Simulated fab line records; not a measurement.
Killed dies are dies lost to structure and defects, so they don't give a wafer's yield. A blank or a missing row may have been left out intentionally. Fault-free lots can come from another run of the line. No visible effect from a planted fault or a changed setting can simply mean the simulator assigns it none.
fab line records ; flow nandHarc
record: lots: 11; wafers: 33; lastDay: 25
route steps=1159 shown A_CONTACT@882 END@1159
lots with no fault: from the same line, run without faults
startH: hours from the record's first day to the start of the lot's first wafer shown ; waitH: hours since the lot's step before ; " unchanged from the row above ; L1.1+2: one row covering several wafers at once ; - no value, or no start given ; * or withheld: withheld ; < > ~ a bound
route shown NAME@n: names a module that has steps shown in the file, with the first one's number in the route ; usual: mean/standard deviation of fault-free wafers ; same: alike in all rows ; chamber/n: place in a boat ; sites: readings site by site ; _std_site: their standard deviation ; _edge_site: mean of outer sites minus mean of inner sites ; radiusMm: how far each site lies from the wafer's centre ; mask NAME#n: copy n ; behind: the last tool/chamber to shape the wafer ; hold: cause of the lot's hold/its duration in hours/its outcome ; device: names the non-switching transistor (n, p or np) ; end of line: the same wafers' tests at the end of the route ; for a step that has no rows: nothing shown but its recipe ; killed: not the wafer's yield, but the dies lost to structure and defects at the first sort ; map: per-die view of a wafer (x killed, . not killed, _ where there is no die)
set.NAME: the run value of the setting; set.NAME@STEP: its run value at that earlier step ; model.NAME: the simulator's own value behind a step, which no gauge read
one table for each step of the route and one row for each wafer, over a sample of lots
services: the hour from which a tool's chamber was out of use, counted from the record's first day as startH (under 0 if before that day), plus the number of hours and why
== steps ==
step: NHARC_A_CONTACT_STRIP_55
recipe: o2FlowSccm: 500; arFlowSccm: 0; biasW: 0; chemistry: O2
usual: drypumpMotorCurrentA: 5.8/0.42; o2FlowSccm: 499.9/1.4; oesProductAu: 1.003/0.01; rfVppV: 57.8/0.96; showerheadPlenumPTorr: 3.51/0.11; throttleValvePct: 17.036/0.0098
lot.wafer;tool;chamber;startH;waitH;drypumpMotorCurrentA;o2FlowSccm;oesProductAu;rfHoursCounterH;rfVppV;showerheadPlenumPTorr;throttleValvePct
L950.1;rieDiel-06;2;-;-;5.5;501.1;1.000;51;59.0;3.42;17.051
L950.2;rieDiel-06;3;-;-;6.1;502.4;1.015;56;57.3;3.58;17.038
L950.5;rieDiel-06;3;-;-;6.2;499.6;1.008;-;58.4;3.58;17.029
L948.4;rieDiel-10;3;-;-;5.2;499.4;0.983;11;57.6;3.38;17.040
L948.3;rieDiel-10;0;-;-;5.4;501.1;1.012;11;57.0;3.61;17.024
L948.1;rieDiel-10;1;-;-;6.7;501.3;1.005;9;56.9;3.41;17.039
L952.4;rieDiel-10;1;-;-;6.7;499.8;0.996;9;57.0;3.41;17.036
L952.1;rieDiel-10;3;-;-;5.2;498.9;0.982;11;56.1;3.37;17.036
L952.5;rieDiel-10;0;-;-;5.5;500.4;1.024;-;58.4;3.61;17.037
L957.4;rieDiel-03;0;-;-;6.5;498.6;1.007;5;57.2;3.46;17.032
L957.1;rieDiel-03;1;-;-;5.7;496.9;1.014;5;56.8;3.35;17.024
L957.5;rieDiel-03;3;-;-;5.8;499.0;1.004;-;57.4;3.55;17.044
L956.2;rieDiel-06;3;-;-;6.1;497.2;1.007;2;58.1;3.57;17.056
L956.5;rieDiel-06;1;-;-;5.7;499.4;1.002;-;56.6;3.49;17.027
L956.6;rieDiel-06;2;-;-;5.4;498.9;1.001;-;55.9;3.41;17.048
L958.3;rieDiel-03;1;-;-;5.7;500.9;0.994;7;56.9;3.35;17.032
L958.1;rieDiel-03;3;-;-;5.8;500.5;0.988;5;57.8;3.55;17.026
L958.6;rieDiel-03;0;-;-;6.4;499.5;0.988;-;56.1;3.46;17.030
L961.2;rieDiel-10;2;-;-;6.3;498.9;1.001;27;58.1;3.57;17.034
L961.4;rieDiel-10;0;-;-;5.5;500.8;1.018;-;56.1;3.60;17.032
L961.5;rieDiel-10;3;-;-;5.2;499.1;0.991;-;58.4;3.36;17.041
L962.3;rieDiel-10;0;-;-;5.5;500.4;1.020;41;56.9;3.60;17.054
L962.5;rieDiel-10;3;-;-;5.2;501.5;0.984;-;57.8;3.36;17.033
L962.6;rieDiel-10;2;-;-;6.2;500.5;1.004;-;58.1;3.57;17.037
L965.4;rieDiel-03;3;-;-;5.7;499.7;1.001;12;58.1;3.54;17.025
L965.6;rieDiel-03;3;-;-;5.8;498.2;0.995;-;60.4;3.54;17.021
L965.5;rieDiel-03;0;-;-;6.4;500.3;0.995;-;56.3;3.45;17.051
L970.4;rieDiel-03;0;-;-;6.4;497.6;1.010;16;59.3;3.45;17.045
L970.6;rieDiel-03;1;-;-;5.7;497.3;1.011;-;57.3;3.35;17.048
L970.5;rieDiel-03;2;-;-;5.6;499.8;1.001;-;59.0;3.73;17.036
L971.2;rieDiel-03;0;-;-;6.4;499.2;0.996;19;57.2;3.45;17.038
L971.5;rieDiel-03;1;-;-;5.7;498.3;0.992;-;56.8;3.34;17.031
L971.6;rieDiel-03;2;-;-;5.5;500.3;1.017;-;57.5;3.73;17.038
step: NHARC_A_CONTACT_DEP_58
recipe: targetThkA: 600; targetThkNm: 60; tempC: 400; pressureTorr: 3.5; flowSccm: 200; rfW: 350; material: SiON
usual: heaterPowerW: 758/78
lot.wafer;tool;chamber;startH;waitH;heaterPowerW
L950.2;pecvd-01;2;389.74;1.2;693
L950.1;pecvd-01;1;389.74;1.2;806
L950.5;pecvd-01;1;389.74;1.2;814
L948.1;pecvd-03;2;395.18;1.5;739
L948.3;pecvd-03;0;395.18;1.5;808
L948.4;pecvd-03;0;395.18;1.5;763
L952.1;pecvd-04;2;397.51;1.5;816
L952.5;pecvd-04;0;397.51;1.5;714
L952.4;pecvd-04;1;397.51;1.5;674
L957.1;pecvd-01;2;434.41;1.5;793
L957.5;pecvd-01;1;434.41;1.5;831
L957.4;pecvd-01;2;434.41;1.5;787
L956.2;pecvd-03;0;439.00;1.2;719
L956.5;pecvd-03;0;439.00;1.2;714
L956.6;pecvd-03;2;439.00;1.2;800
L958.1;pecvd-04;1;446.64;1.4;708
L958.3;pecvd-04;2;446.64;1.4;898
L958.6;pecvd-04;1;446.64;1.4;678
L961.2;pecvd-04;2;454.57;1.2;848
L961.4;pecvd-04;0;454.57;1.2;680
L961.5;pecvd-04;1;454.57;1.2;683
L962.3;pecvd-03;1;461.24;1.0;727
L962.6;pecvd-03;0;461.24;1.0;672
L962.5;pecvd-03;1;461.24;1.0;584
L965.6;pecvd-04;1;482.46;0.1;760
L965.5;pecvd-04;2;482.46;0.1;979
L965.4;pecvd-04;0;482.46;0.1;706
L970.6;pecvd-03;1;502.89;0.1;687
L970.4;pecvd-03;2;502.89;0.1;764
L970.5;pecvd-03;0;502.89;0.1;838
L971.2;pecvd-01;1;516.74;1.2;752
L971.6;pecvd-01;0;516.74;1.2;732
L971.5;pecvd-01;1;516.74;1.2;762
step: NHARC_A_CONTACT_DESCUM_74
recipe: timeS: 3; o2FlowSccm: 200; arFlowSccm: 0; biasPowerW: 0; chemistry: O2
usual: drypumpMotorCurrentA: 5.9/0.39; o2FlowSccm: 200.1/0.61; oesProductAu: 1.001/0.0083; rfVppV: 57.7/0.88; showerheadPlenumPTorr: 1.91/0.07; throttleValvePct: 11.312/0.0078
lot.wafer;tool;chamber;startH;waitH;drypumpMotorCurrentA;o2FlowSccm;oesProductAu;rfHoursCounterH;rfVppV;showerheadPlenumPTorr;throttleValvePct
L950.1;rieDiel-03;2;390.54;0.1;5.6;199.4;1.002;32;58.7;2.04;11.302
L950.2;rieDiel-03;0;390.54;0.1;6.4;200.8;1.012;29;59.0;1.87;11.307
L950.5;rieDiel-03;3;390.54;0.1;5.8;200.1;0.995;-;59.2;1.93;11.316
L948.1;rieDiel-06;0;396.08;0.1;6.2;200.0;0.995;59;59.0;1.94;11.318
L948.4;rieDiel-06;1;396.08;0.1;5.8;200.3;1.009;54;57.4;1.89;11.320
L948.3;rieDiel-06;2;396.08;0.1;5.4;199.7;1.001;53;57.7;1.85;11.301
L952.1;rieDiel-06;2;398.35;0.1;5.4;199.6;1.003;54;57.6;1.85;11.313
L952.4;rieDiel-06;3;398.35;0.1;6.1;199.9;1.015;59;56.7;1.94;11.313
L952.5;rieDiel-06;0;398.35;0.1;6.2;199.7;1.000;-;58.3;1.94;11.315
L957.1;rieDiel-03;3;435.16;0.1;5.8;199.8;0.994;4;57.1;1.92;11.313
L957.4;rieDiel-03;2;435.16;0.1;5.6;200.6;1.003;-;57.6;2.04;11.318
L957.5;rieDiel-03;1;435.16;0.1;5.7;200.8;1.003;-;58.4;1.81;11.311
L956.2;rieDiel-06;2;439.90;0.1;5.4;200.2;1.002;5;57.4;1.84;11.312
L956.6;rieDiel-06;3;439.90;0.1;6.1;200.4;1.001;-;57.6;1.94;11.312
L956.5;rieDiel-06;0;439.90;0.1;6.2;200.8;1.000;-;57.2;1.93;11.308
L958.3;rieDiel-10;0;447.74;0.3;5.4;200.4;1.018;36;59.0;1.95;11.312
L958.1;rieDiel-10;2;447.74;0.3;6.3;199.6;0.996;25;57.2;1.94;11.316
L958.6;rieDiel-10;3;447.74;0.3;5.2;199.8;0.985;-;55.5;1.82;11.322
L961.4;rieDiel-03;3;455.42;0.1;5.8;200.5;0.998;8;57.6;1.92;11.314
L961.2;rieDiel-03;1;455.42;0.1;5.7;200.8;1.008;10;56.6;1.81;11.316
L961.5;rieDiel-03;3;455.42;0.1;5.8;200.6;1.001;-;57.7;1.92;11.310
L962.3;rieDiel-06;0;462.11;0.1;6.2;199.1;0.996;14;57.4;1.93;11.319
L962.5;rieDiel-06;2;462.11;0.1;5.4;200.9;1.008;-;57.9;1.84;11.302
L962.6;rieDiel-06;3;462.11;0.1;6.1;200.2;1.005;-;58.0;1.93;11.315
L965.4;rieDiel-10;3;483.31;0.1;5.2;200.8;0.984;47;57.5;1.81;11.314
L965.6;rieDiel-10;1;483.31;0.1;6.7;200.0;1.008;-;57.2;1.84;11.321
L965.5;rieDiel-10;2;483.31;0.1;6.2;199.6;1.000;-;57.6;1.94;11.306
L970.4;rieDiel-03;2;503.63;0.1;5.5;200.1;1.012;18;57.8;2.03;11.306
L970.5;rieDiel-03;3;503.63;0.1;5.7;201.2;1.004;-;57.2;1.92;11.312
L970.6;rieDiel-03;0;503.63;0.1;6.4;199.9;0.994;-;56.7;1.87;11.308
L971.2;rieDiel-06;1;517.64;0.1;5.8;199.2;1.007;34;58.6;1.88;11.308
L971.6;rieDiel-06;3;517.64;0.1;6.1;200.0;1.000;-;57.2;1.93;11.308
L971.5;rieDiel-06;1;517.64;0.1;5.7;199.9;1.008;-;57.0;1.88;11.315
step: NHARC_A_CONTACT_ETCH_77
recipe: targetDepthA: 726; timeS: 36.3; cf4FlowSccm: 100; chf3FlowSccm: 30; arFlowSccm: 0; rfW: 500; biasW: 200; chemistry: CF4/CHF3
usual: biasW: 200.1/0.63; cf4FlowSccm: 100.00/0.3; drypumpMotorCurrentA: 5.8/0.39; oesProductAu: 0.935/0.02; rfVppV: 370.3/2.1; showerheadPlenumPTorr: 1.57/0.056; throttleValvePct: 16.802/0.0086
lot.wafer;tool;chamber;startH;waitH;biasW;cf4FlowSccm;drypumpMotorCurrentA;oesProductAu;rfHoursCounterH;rfVppV;showerheadPlenumPTorr;throttleValvePct
L950.2;rieDiel-03;3;391.60;-;200.9;100.29;5.8;0.943;32;371.2;1.58;16.797
L950.1;rieDiel-03;0;391.60;-;198.9;99.66;6.5;0.948;30;369.3;1.54;16.808
L950.5;rieDiel-03;2;391.60;-;200.1;99.62;5.6;0.928;-;374.5;1.67;16.800
L948.4;rieDiel-06;1;396.61;-;200.0;100.50;5.7;0.936;54;371.0;1.56;16.791
L948.1;rieDiel-06;3;396.61;-;200.8;99.65;6.1;0.934;59;370.1;1.59;16.818
L948.3;rieDiel-06;0;396.61;-;200.3;99.72;6.2;0.919;60;371.9;1.59;16.802
L952.4;rieDiel-06;0;398.87;-;199.9;100.02;6.2;0.921;60;369.9;1.59;16.804
L952.1;rieDiel-06;1;398.87;-;200.7;99.90;5.7;0.916;55;369.1;1.56;16.804
L952.5;rieDiel-06;2;398.87;-;200.7;100.65;5.4;0.925;-;369.2;1.52;16.800
L957.1;rieDiel-03;1;435.88;-;199.4;100.15;5.7;0.916;6;367.7;1.49;16.814
L957.4;rieDiel-03;2;435.88;-;201.5;99.84;5.5;0.928;-;375.4;1.67;16.779
L957.5;rieDiel-03;3;435.88;-;200.2;100.02;5.8;0.908;-;370.3;1.58;16.811
L956.2;rieDiel-06;0;440.46;-;199.9;99.74;6.2;0.926;5;371.9;1.59;16.803
L956.5;rieDiel-06;1;440.46;-;199.7;99.66;5.7;0.924;-;370.2;1.55;16.802
L956.6;rieDiel-06;2;440.46;-;200.1;100.07;5.4;0.920;-;369.2;1.52;16.800
L958.3;rieDiel-10;3;448.60;-;199.4;100.16;5.2;0.919;32;366.8;1.50;16.812
L958.1;rieDiel-10;0;448.60;-;200.6;99.88;5.5;0.948;36;371.3;1.61;16.790
L958.6;rieDiel-10;2;448.60;-;199.5;100.05;6.2;0.933;-;370.9;1.59;16.797
L961.2;rieDiel-03;1;455.94;-;-;-;-;-;-;-;-;-
L961.4;rieDiel-03;3;455.94;-;-;-;-;-;-;-;-;-
L961.5;rieDiel-03;2;455.94;-;-;-;-;-;-;-;-;-
L962.3;rieDiel-06;1;462.62;-;-;-;-;-;-;-;-;-
L962.5;rieDiel-06;0;462.62;-;-;-;-;-;-;-;-;-
L962.6;rieDiel-06;1;462.62;-;-;-;-;-;-;-;-;-
L965.4;rieDiel-10;3;483.82;-;199.2;99.62;5.2;0.923;48;365.4;1.50;16.797
L965.5;rieDiel-10;2;483.82;-;199.9;99.89;6.2;0.923;-;371.1;1.59;16.810
L965.6;rieDiel-10;3;483.82;-;200.0;99.77;5.2;0.921;-;369.5;1.50;16.810
L970.4;rieDiel-03;1;504.13;-;200.4;100.26;5.7;0.941;18;366.7;1.49;16.790
L970.6;rieDiel-03;0;504.13;-;200.6;100.08;6.4;0.926;-;368.9;1.54;16.813
L970.5;rieDiel-03;1;504.13;-;199.7;100.26;5.6;0.935;-;366.4;1.49;16.804
L971.2;rieDiel-06;3;518.43;-;200.7;100.48;6.1;0.932;38;369.9;1.58;16.796
L971.6;rieDiel-06;3;518.43;-;201.3;100.25;6.1;0.918;-;370.9;1.58;16.800
L971.5;rieDiel-06;0;518.43;-;200.2;99.80;6.2;0.916;-;372.6;1.58;16.807
step: NHARC_END_SORT_01
recipe: tempC: 25
usual: killedAtArray: 29/11; killedAtOther: 0.5/0.8; killedAtPeriphery: 3.5/2.8; killedDies: 33/12; killedOpen: 3.1/1.8; killedShort: 1.8/1.4
same: grossDies: 677
lot.wafer;tool;chamber;startH;waitH;killedAtArray;killedAtOther;killedAtPeriphery;killedDies;killedOpen;killedShort
L961.2;prober-02;0;521.39;2.8;675;0;2;677;2;0
L961.4;prober-02;0;523.01;3.4;673;0;4;677;2;6
L961.5;prober-02;0;523.82;3.7;676;0;1;677;2;2
L962.3;prober-01;0;523.38;3.1;673;1;3;677;2;3
L962.5;prober-01;0;524.99;3.7;664;2;11;677;2;2
L962.6;prober-01;0;525.79;4.0;673;1;3;677;4;1
killed by level:class
L961.2 A_CONTACT:areaEtch=640 A_SLIT:chamberFilmFlake=16 A_CHANNEL_HOLE_D1:chamberFilmFlake=13 A_ZERO_WELL:chamberFilmFlake=2 A_CONTACT:geometricParticle:open=1 A_M0:geometricParticle:open=1 P_GATE:chamberFilmFlake=1 P_CONTACT:chamberFilmFlake=1
L961.4 A_CONTACT:areaEtch=624 A_SLIT:chamberFilmFlake=20 A_CHANNEL_HOLE_D1:chamberFilmFlake=17 A_ONON_D1:geometricParticle:short=3 A_CONTACT:geometricParticle:open=2 A_STAIRCASE:chamberFilmFlake=2 A_WL_FILL:chamberFilmFlake=2 A_CONTACT:chamberFilmFlake=2
L962.3 A_CONTACT:areaEtch=655 A_CHANNEL_HOLE_D1:chamberFilmFlake=7 A_STAIRCASE:chamberFilmFlake=3 A_CONTACT:chamberFilmFlake=3 P_STI:chamberFilmFlake=2 A_SOURCE_PLATE:geometricParticle:open=1 A_ONON_D1:geometricParticle:short=1 A_WL_FILL:geometricParticle:short=1
L961.5 A_CONTACT:areaEtch=630 A_CHANNEL_HOLE_D1:chamberFilmFlake=16 A_SLIT:chamberFilmFlake=16 A_STAIRCASE:chamberFilmFlake=6 A_CONTACT:chamberFilmFlake=3 A_CHANNEL_HOLE_D1:geometricParticle:short=1 A_CHANNEL_FILL_D1:geometricParticle:short=1 A_CONTACT:geometricParticle:open=1
L962.5 A_CONTACT:areaEtch=649 P_STI:chamberFilmFlake=4 P_BONDPAD:chamberFilmFlake=4 A_CHANNEL_HOLE_D1:chamberFilmFlake=4 A_STAIRCASE:chamberFilmFlake=4 A_CONTACT:chamberFilmFlake=3 P_ZERO_WELL:chamberFilmFlake=2 P_M2:geometricParticle:open=1
L962.6 A_CONTACT:areaEtch=649 A_CHANNEL_HOLE_D1:chamberFilmFlake=9 A_CONTACT:chamberFilmFlake=5 A_CHANNEL_FILL_D1:chamberFilmFlake=3 P_M0:geometricParticle:open=2 A_WL_FILL:chamberFilmFlake=2 A_ONON_D1:geometricParticle:short=1 A_ONON_D1:geometricParticle:open=1
== services ==
tool;chamber;startH;hours;kind
pecvd-03;1;366.30;12.8;repair
rieDiel-03;0;371.62;-;clean
rieDiel-03;1;371.62;-;clean
rieDiel-03;2;371.62;-;clean
rieDiel-03;3;371.62;-;clean
pecvd-04;-;376.36;13.0;pm
pecvd-01;2;381.36;6.8;repair
rieDiel-03;-;392.30;9.0;pm
rieDiel-03;0;392.30;9.0;ventCycle
rieDiel-03;1;392.30;9.0;ventCycle
rieDiel-10;3;398.31;5.8;repair
rieDiel-10;1;399.69;8.5;repair
rieDiel-03;3;401.32;3.5;repair
pecvd-01;-;418.33;13.0;pm
rieDiel-06;-;418.74;9.0;pm
rieDiel-10;1;423.64;45.3;repair
rieDiel-03;0;431.07;6.7;repair
pecvd-04;1;432.72;5.4;repair
rieDiel-10;0;436.05;3.7;repair
pecvd-03;1;436.33;12.3;repair
pecvd-01;2;466.83;5.4;repair
pecvd-03;-;473.23;13.0;pm
rieDiel-06;2;498.54;2.2;repair
rieDiel-06;2;510.94;10.1;repair
== key ==
firstSign: step: NHARC_A_CONTACT_ETCH_77; reading: toolRecord; direction: missing
effect: step: NHARC_END_SORT_01; reading: killedAtArray; direction: up; sigmas: 57; usual: 29; struck: 672
moreKillsBornAt: NHARC_A_CONTACT_ETCH_77@rieDiel-06: 1953; NHARC_A_CONTACT_ETCH_77@rieDiel-03: 1894
metAt NHARC_A_CONTACT_ETCH_77
struckLots L961,L962
laterRowsLeftOut L961.2,L961.4,L961.5,L962.3,L962.5,L962.6
testerLeftOut L961,L962
notActingAt NHARC_A_CONTACT_STRIP_55,NHARC_A_CONTACT_DEP_58,NHARC_A_CONTACT_DESCUM_74
onsetBetween 440.46 455.94
fault: kind: skippedStepWhole; tool: rieDiel-03,rieDiel-06; chamber: -; onsetH: 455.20; steps: NHARC_A_CONTACT_ETCH_77; scope: struckLotsOnly
testerLeftOut: of these lots the tester's yield and bins aren't shown, on N5 and GAA mostly nor the transistor test; their killed dies are dies lost to structure and defects alone, not to doping, threshold or leakage, so they don't give the yield
laterRowsLeftOut: the simulator's readings of these wafers behind a module that went badly wrong aren't trusted and aren't shown, but for the sort
